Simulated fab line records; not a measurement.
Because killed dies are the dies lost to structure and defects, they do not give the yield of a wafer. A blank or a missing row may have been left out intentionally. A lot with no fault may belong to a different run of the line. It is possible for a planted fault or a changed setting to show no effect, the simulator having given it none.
What tool caused it? + flow nand-harc + 7 lots, 21 wafers sampled, at 3 steps of a route of 1302

== WHAT EACH GAUGE READ, for each wafer ==
NHARC_A_ONON_D1_THK_MEAS_18: measures by ellipsometry.
| lot  | measured     | on            | thk-nm (nm)    |
|------|--------------|---------------|----------------|
| L814 | day 9 17:47  | film-metro-01 | 996 995 995    |
| L817 | day 11 06:49 | film-metro-02 | 344 345 346    |
| L819 | day 11 19:10 | film-metro-01 | 999 999 1000   |
| L825 | day 14 01:34 | film-metro-02 | 1006 1008 1009 |
| L828 | day 15 16:04 | film-metro-01 | 992 995 994    |
| L830 | day 16 12:26 | film-metro-01 | 1004 1008 1008 |
| L833 | day 17 23:25 | film-metro-01 | 1015 1016 1018 |

== TOOL THAT RAN EACH LOT (tool first, then ch and the chambers of the sampled wafers, then the start) ==
| lot  | NHARC_A_ZERO_WELL_RTA_16         | NHARC_A_ONON_D1_DEP_16           |
|------|----------------------------------|----------------------------------|
| L814 | rtp-anneal-01 ch 0, day 8 10:35  | pecvd-onon-04 ch 0, day 9 17:16  |
| L817 | rtp-anneal-01 ch 0, day 9 23:52  | pecvd-onon-04 ch 0, day 11 06:22 |
| L819 | rtp-anneal-01 ch 0, day 10 12:32 | pecvd-onon-01 ch 0, day 11 18:47 |
| L825 | rtp-anneal-01 ch 0, day 12 18:42 | pecvd-onon-02 ch 0, day 14 01:07 |
| L828 | rtp-anneal-01 ch 0, day 14 06:53 | pecvd-onon-04 ch 0, day 15 15:37 |
| L830 | rtp-anneal-02 ch 0, day 15 04:56 | pecvd-onon-04 ch 0, day 16 11:56 |
| L833 | rtp-anneal-02 ch 0, day 16 08:32 | pecvd-onon-04 ch 0, day 17 22:58 |
- NHARC_A_ZERO_WELL_RTA_16: time 10 s.
- NHARC_A_ONON_D1_DEP_16: target thk 1000 nm.

== THE ANSWER, worked out from the rows above alone ==
Rule: usual is defined by the lots themselves. The widest of any qualifying gaps counts: lots, ordered by their means at a reading, are off when they make up no more than a third of the lots, leave a main group of 4 or more, and stand apart from it by 3 or more times the standard deviation of that group's means. A main group is skipped when, at the precision printed for the reading in the tables above, its means are all equal. Also off: a lot with no number at a reading for which 4 or more lots have one. All remaining lots with rows at the step are treated as sound.
Off: L817, at NHARC_A_ONON_D1_THK_MEAS_18 (thk-nm). The main group: mean 1003 nm, standard deviation 7.9.
A tool fits if, at a process step before that reading, it ran every lot that is off, and no sound lot after the first of them. The gauges at NHARC_A_ONON_D1_THK_MEAS_18 are tried like those tools. Not one of the candidates tried fits.

== WHAT THE SIMULATOR PUT IN ==
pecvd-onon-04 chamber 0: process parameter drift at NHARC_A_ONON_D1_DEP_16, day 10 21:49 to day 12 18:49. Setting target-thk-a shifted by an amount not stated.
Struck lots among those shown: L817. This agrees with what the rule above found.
